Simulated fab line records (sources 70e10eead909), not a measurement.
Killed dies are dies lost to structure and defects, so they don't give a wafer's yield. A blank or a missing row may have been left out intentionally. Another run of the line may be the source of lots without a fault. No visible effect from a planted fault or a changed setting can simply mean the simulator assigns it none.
Which tool is to blame? || flow nand harc || 13 lots with 37 wafers sampled at 5 steps, on a route of 1302 steps

== WHAT THE GAUGES SHOWED, per wafer ==
NHARC_A_SIN_REMOVE_INSPECT_04.
{"lot": "L327", "measured": "day 20 03:23", "on": "defect inspect-01", "raw defect count": "364 337 285"}
{"lot": "L326", "measured": "day 20 03:21", "on": "defect inspect-01", "raw defect count": "375 835 578"}
{"lot": "L328", "measured": "day 21 12:08", "on": "defect inspect-02", "raw defect count": "270 313 304"}
{"lot": "L330", "measured": "day 21 16:52", "on": "defect inspect-01", "raw defect count": "424 499 857"}
{"lot": "L329", "measured": "day 21 16:53", "on": "defect inspect-02", "raw defect count": "312 307 237"}
{"lot": "L331", "measured": "day 22 05:43", "on": "defect inspect-02", "raw defect count": "469 333 353"}
{"lot": "L332", "measured": "day 23 14:14", "on": "defect inspect-01", "raw defect count": "345 370 391"}
{"lot": "L338", "measured": "day 25 19:50", "on": "defect inspect-01", "raw defect count": "382 487 721"}
{"lot": "L344", "measured": "day 27 19:53", "on": "defect inspect-02", "raw defect count": "454 370"}
{"lot": "L345", "measured": "day 28 22:13", "on": "defect inspect-02", "raw defect count": "516 413 373"}
{"lot": "L347", "measured": "day 29 02:35", "on": "defect inspect-01", "raw defect count": "347 283"}
{"lot": "L348", "measured": "day 29 16:00", "on": "defect inspect-01", "raw defect count": "510 589 450"}
{"lot": "L349", "measured": "day 29 21:46", "on": "defect inspect-01", "raw defect count": "295 260 409"}

NHARC_END_SORT_01.
{"lot": "L344", "measured": "day 31 18:37", "on": "prober-02", "killed at array": "79 240", "killed at other": "2 0", "killed at periphery": "0 2", "killed dies": "81 242", "killed open": "2 4", "killed short": "2 4"}
{"lot": "L345", "measured": "day 32 20:09", "on": "prober-01", "killed at array": "226 35 28", "killed at other": "0 0 0", "killed at periphery": "3 2 2", "killed dies": "229 37 30", "killed open": "5 2 2", "killed short": "0 2 2"}
{"lot": "L347", "measured": "day 33 02:40", "on": "prober-02", "killed at array": "59 202", "killed at other": "3 0", "killed at periphery": "2 4", "killed dies": "64 206", "killed open": "4 3", "killed short": "0 3"}

== WHICH TOOL RAN EACH LOT (tool, then ch and the chambers of the sampled wafers, then the start) ==
{"lot": "L327", "NHARC_A_SLIT_STRIP_18": "rie diel-10 ch 0,1,3, day 20 03:23 or earlier", "NHARC_A_WL_FILL_ETCHBACK_04": "rie metal-01 ch 0,1, day 20 06:31", "NHARC_A_WL_FILL_ALD_10": "ald hk-02 ch 2,3, day 20 12:23"}
{"lot": "L326", "NHARC_A_SLIT_STRIP_18": "rie diel-09 ch 2,3, day 20 03:21 or earlier", "NHARC_A_WL_FILL_ETCHBACK_04": "rie metal-03 ch 0,1, day 20 06:08", "NHARC_A_WL_FILL_ALD_10": "ald hk-03 ch 0,1,2, day 20 11:22"}
{"lot": "L328", "NHARC_A_SLIT_STRIP_18": "rie diel-04 ch 1,3, day 21 12:08 or earlier", "NHARC_A_WL_FILL_ETCHBACK_04": "rie metal-02 ch 0,1, day 21 13:29", "NHARC_A_WL_FILL_ALD_10": "ald hk-03 ch 0,1,3, day 22 02:43"}
{"lot": "L330", "NHARC_A_SLIT_STRIP_18": "rie diel-10 ch 0,1,2, day 21 16:52 or earlier", "NHARC_A_WL_FILL_ETCHBACK_04": "rie metal-03 ch 0,1, day 21 18:17", "NHARC_A_WL_FILL_ALD_10": "ald hk-02 ch 0,1,3, day 22 01:41"}
{"lot": "L329", "NHARC_A_SLIT_STRIP_18": "rie diel-10 ch 2,3, day 21 16:53 or earlier", "NHARC_A_WL_FILL_ETCHBACK_04": "rie metal-01 ch 0,1, day 21 18:50", "NHARC_A_WL_FILL_ALD_10": "ald hk-04 ch 0,3, day 22 03:45"}
{"lot": "L331", "NHARC_A_SLIT_STRIP_18": "rie diel-04 ch 0,3, day 22 05:43 or earlier", "NHARC_A_WL_FILL_ETCHBACK_04": "rie metal-01 ch 0,1, day 22 07:04", "NHARC_A_WL_FILL_ALD_10": "ald hk-04 ch 1,2,3, day 22 17:58"}
{"lot": "L332", "NHARC_A_SLIT_STRIP_18": "rie diel-09 ch 0,1,3, day 23 14:14 or earlier", "NHARC_A_WL_FILL_ETCHBACK_04": "rie metal-03 ch 1, day 23 15:34", "NHARC_A_WL_FILL_ALD_10": "ald hk-02 ch 0,2, day 23 20:50"}
{"lot": "L338", "NHARC_A_SLIT_STRIP_18": "rie diel-09 ch 0,2,3, day 25 19:50 or earlier", "NHARC_A_WL_FILL_ETCHBACK_04": "rie metal-01 ch 0,1, day 25 21:12", "NHARC_A_WL_FILL_ALD_10": "ald hk-04 ch 2,3, day 26 05:29"}
{"lot": "L344", "NHARC_A_SLIT_STRIP_18": "rie diel-10 ch 0,2, day 27 19:53 or earlier", "NHARC_A_WL_FILL_ETCHBACK_04": "rie metal-01 ch 0,1, day 27 21:24", "NHARC_A_WL_FILL_ALD_10": "ald hk-04 ch 0,3, day 28 03:43"}
{"lot": "L345", "NHARC_A_SLIT_STRIP_18": "rie diel-10 ch 2,3, day 28 22:13 or earlier", "NHARC_A_WL_FILL_ETCHBACK_04": "rie metal-01 ch 0,1, day 28 23:38", "NHARC_A_WL_FILL_ALD_10": "ald hk-03 ch 0,1,2, day 29 06:51"}
{"lot": "L347", "NHARC_A_SLIT_STRIP_18": "rie diel-09 ch 0,3, day 29 02:35 or earlier", "NHARC_A_WL_FILL_ETCHBACK_04": "rie metal-01 ch 0,1, day 29 04:07", "NHARC_A_WL_FILL_ALD_10": "ald hk-03 ch 2,3, day 29 10:20"}
{"lot": "L348", "NHARC_A_SLIT_STRIP_18": "rie diel-04 ch 0,1, day 29 16:00 or earlier", "NHARC_A_WL_FILL_ETCHBACK_04": "rie metal-03 ch 0,1, day 29 17:27", "NHARC_A_WL_FILL_ALD_10": "ald hk-02 ch 0,1,2, day 30 00:57"}
{"lot": "L349", "NHARC_A_SLIT_STRIP_18": "rie diel-10 ch 0,1,3, day 29 21:46 or earlier", "NHARC_A_WL_FILL_ETCHBACK_04": "rie metal-02 ch 0,1, day 29 23:08", "NHARC_A_WL_FILL_ALD_10": "ald hk-03 ch 0,2,3, day 30 09:01"}
- NHARC_A_SLIT_STRIP_18: strips in O2.
- NHARC_A_WL_FILL_ETCHBACK_04: etches the open film in NF3, target depth 60 nm, time 120 s.
- NHARC_A_WL_FILL_ALD_10: deposits SiO2, target thk 50 nm, pulse time 10 s, ald cycles 500.

== AS READ BY THE TOOLS THEMSELVES (means over the sampled wafers that have a number; for cases with no such wafer, the mark the record gives instead) ==
NHARC_A_SLIT_STRIP_18.
{"lot": "L327", "tool": "rie diel-10", "drypump motor current A (A)": 5.6, "oes product au (a.u.)": 0.993, "rf vpp V (V)": 57.6, "showerhead plenum p Torr (Torr)": 3.51, "throttle valve pct (%)": 17.036}
{"lot": "L326", "tool": "rie diel-09", "drypump motor current A (A)": 5.9, "oes product au (a.u.)": 0.987, "rf vpp V (V)": 58.0, "showerhead plenum p Torr (Torr)": 3.54, "throttle valve pct (%)": 17.035}
{"lot": "L328", "tool": "rie diel-04", "drypump motor current A (A)": 5.8, "oes product au (a.u.)": 1.000, "rf vpp V (V)": 59.1, "showerhead plenum p Torr (Torr)": 3.69, "throttle valve pct (%)": 17.032}
{"lot": "L330", "tool": "rie diel-10", "drypump motor current A (A)": 5.6, "oes product au (a.u.)": 1.000, "rf vpp V (V)": 58.3, "showerhead plenum p Torr (Torr)": 3.56, "throttle valve pct (%)": 17.034}
{"lot": "L329", "tool": "rie diel-10", "drypump motor current A (A)": 5.1, "oes product au (a.u.)": 0.994, "rf vpp V (V)": 57.2, "showerhead plenum p Torr (Torr)": 3.63, "throttle valve pct (%)": 17.038}
{"lot": "L331", "tool": "rie diel-04", "drypump motor current A (A)": 5.4, "oes product au (a.u.)": 1.003, "rf vpp V (V)": 58.1, "showerhead plenum p Torr (Torr)": 3.53, "throttle valve pct (%)": 17.031}
{"lot": "L332", "tool": "rie diel-09", "drypump motor current A (A)": 6.1, "oes product au (a.u.)": 0.991, "rf vpp V (V)": 57.5, "showerhead plenum p Torr (Torr)": 3.61, "throttle valve pct (%)": 17.028}
{"lot": "L338", "tool": "rie diel-09", "drypump motor current A (A)": 5.8, "oes product au (a.u.)": 0.990, "rf vpp V (V)": 58.5, "showerhead plenum p Torr (Torr)": 3.62, "throttle valve pct (%)": 17.039}
{"lot": "L344", "tool": "rie diel-10", "drypump motor current A (A)": 5.3, "oes product au (a.u.)": 1.008, "rf vpp V (V)": 59.0, "showerhead plenum p Torr (Torr)": 3.58, "throttle valve pct (%)": 17.036}
{"lot": "L345", "tool": "rie diel-10", "drypump motor current A (A)": 5.0, "oes product au (a.u.)": 0.996, "rf vpp V (V)": 57.9, "showerhead plenum p Torr (Torr)": 3.66, "throttle valve pct (%)": 17.033}
{"lot": "L347", "tool": "rie diel-09", "drypump motor current A (A)": 5.8, "oes product au (a.u.)": 1.003, "rf vpp V (V)": 58.5, "showerhead plenum p Torr (Torr)": 3.70, "throttle valve pct (%)": 17.037}
{"lot": "L348", "tool": "rie diel-04", "drypump motor current A (A)": 5.6, "oes product au (a.u.)": 1.011, "rf vpp V (V)": 58.5, "showerhead plenum p Torr (Torr)": 3.60, "throttle valve pct (%)": 17.044}
{"lot": "L349", "tool": "rie diel-10", "drypump motor current A (A)": 5.6, "oes product au (a.u.)": 1.012, "rf vpp V (V)": 57.6, "showerhead plenum p Torr (Torr)": 3.51, "throttle valve pct (%)": 17.041}

NHARC_A_WL_FILL_ETCHBACK_04.
{"lot": "L327", "tool": "rie metal-01", "drypump motor current A (A)": 5.5, "oes product au (a.u.)": 1.005, "run length s (s)": 140.9}
{"lot": "L326", "tool": "rie metal-03", "drypump motor current A (A)": 4.9, "oes product au (a.u.)": 1.003, "run length s (s)": 140.8}
{"lot": "L328", "tool": "rie metal-02", "drypump motor current A (A)": 5.8, "oes product au (a.u.)": 0.997, "run length s (s)": 141.9}
{"lot": "L330", "tool": "rie metal-03", "drypump motor current A (A)": 4.9, "oes product au (a.u.)": 0.993, "run length s (s)": 141.0}
{"lot": "L329", "tool": "rie metal-01", "drypump motor current A (A)": 5.5, "oes product au (a.u.)": 1.015, "run length s (s)": 141.1}
{"lot": "L331", "tool": "rie metal-01", "drypump motor current A (A)": 5.5, "oes product au (a.u.)": 1.001, "run length s (s)": 141.0}
{"lot": "L332", "tool": "rie metal-03", "drypump motor current A (A)": 5.2, "oes product au (a.u.)": 0.994, "run length s (s)": 141.1}
{"lot": "L338", "tool": "rie metal-01", "drypump motor current A (A)": 5.5, "oes product au (a.u.)": 0.995, "run length s (s)": 141.1}
{"lot": "L344", "tool": "rie metal-01", "drypump motor current A (A)": 5.6, "oes product au (a.u.)": 1.003, "run length s (s)": 121.9}
{"lot": "L345", "tool": "rie metal-01", "drypump motor current A (A)": 5.5, "oes product au (a.u.)": 1.001, "run length s (s)": 128.1}
{"lot": "L347", "tool": "rie metal-01", "drypump motor current A (A)": 5.6, "oes product au (a.u.)": 1.003, "run length s (s)": 121.8}
{"lot": "L348", "tool": "rie metal-03", "drypump motor current A (A)": 5.0, "oes product au (a.u.)": 1.002, "run length s (s)": 141.2}
{"lot": "L349", "tool": "rie metal-02", "drypump motor current A (A)": 5.8, "oes product au (a.u.)": 1.004, "run length s (s)": 141.7}

NHARC_A_WL_FILL_ALD_10.
{"lot": "L327", "tool": "ald hk-02", "heater power w (W)": 453, "precursor pulse height rel": 1.013}
{"lot": "L326", "tool": "ald hk-03", "heater power w (W)": 466, "precursor pulse height rel": 1.009}
{"lot": "L328", "tool": "ald hk-03", "heater power w (W)": 445, "precursor pulse height rel": 1.010}
{"lot": "L330", "tool": "ald hk-02", "heater power w (W)": 511, "precursor pulse height rel": 0.983}
{"lot": "L329", "tool": "ald hk-04", "heater power w (W)": 506, "precursor pulse height rel": 1.002}
{"lot": "L331", "tool": "ald hk-04", "heater power w (W)": 451, "precursor pulse height rel": 1.010}
{"lot": "L332", "tool": "ald hk-02", "heater power w (W)": 482, "precursor pulse height rel": 1.004}
{"lot": "L338", "tool": "ald hk-04", "heater power w (W)": 444, "precursor pulse height rel": 1.004}
{"lot": "L344", "tool": "ald hk-04", "heater power w (W)": 497, "precursor pulse height rel": 0.991}
{"lot": "L345", "tool": "ald hk-03", "heater power w (W)": 464, "precursor pulse height rel": 0.986}
{"lot": "L347", "tool": "ald hk-03", "heater power w (W)": 416, "precursor pulse height rel": 0.993}
{"lot": "L348", "tool": "ald hk-02", "heater power w (W)": 477, "precursor pulse height rel": 0.999}
{"lot": "L349", "tool": "ald hk-03", "heater power w (W)": 424, "precursor pulse height rel": 1.010}

== THE ANSWER, worked out from the rows above alone ==
Rule: the lots themselves supply what counts as usual. Put in order of their means at a reading, lots are off if they are a third of the lots or fewer, leave a main group of 4 or more, and stand apart from it by a gap of 3 or more times the standard deviation of the main group's means; of several such gaps the widest counts. A main group whose means are all the same, to the digits that the tables above print for the reading, isn't used. A lot without any number at a reading at which 4 lots or more have one is off too. All remaining lots with rows at the step are treated as sound. Order of review: gauges by route order, followed by the tools' own readings, for which a lot's mean as printed above is used. The first step at which some lot is off is used, and at that step the reading that is off furthest; a lot without a number counts as furthest.
Off: L344, L345, L347, at NHARC_A_WL_FILL_ETCHBACK_04 (run length s). For the main group the mean is 141.2 s and the standard deviation 0.33.
A tool fits if, at that step or a process step before it, it ran every lot that is off, and no sound lot after the first of them. Because NHARC_A_SLIT_STRIP_18 lacks a start for some lots, the hours and order of its lots are taken from NHARC_A_SIN_REMOVE_INSPECT_04. One fits: rie metal-01 at NHARC_A_WL_FILL_ETCHBACK_04. Its last sound lot is L338 (day 25 21:12), its first lot that is off L344 (day 27 21:24): a fault that began between those two fits.
On the lots that are off, the tool's own readings at NHARC_A_WL_FILL_ETCHBACK_04 differ by more than 5 times the standard deviation of the sound lots' means, which bears it out; run length s reads 123.9 s there versus 141.2 s on the sound lots.

== WHAT WAS PUT IN BY THE SIMULATOR ==
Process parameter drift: rie metal-01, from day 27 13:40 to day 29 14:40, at NHARC_A_WL_FILL_ETCHBACK_04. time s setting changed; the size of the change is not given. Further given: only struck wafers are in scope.
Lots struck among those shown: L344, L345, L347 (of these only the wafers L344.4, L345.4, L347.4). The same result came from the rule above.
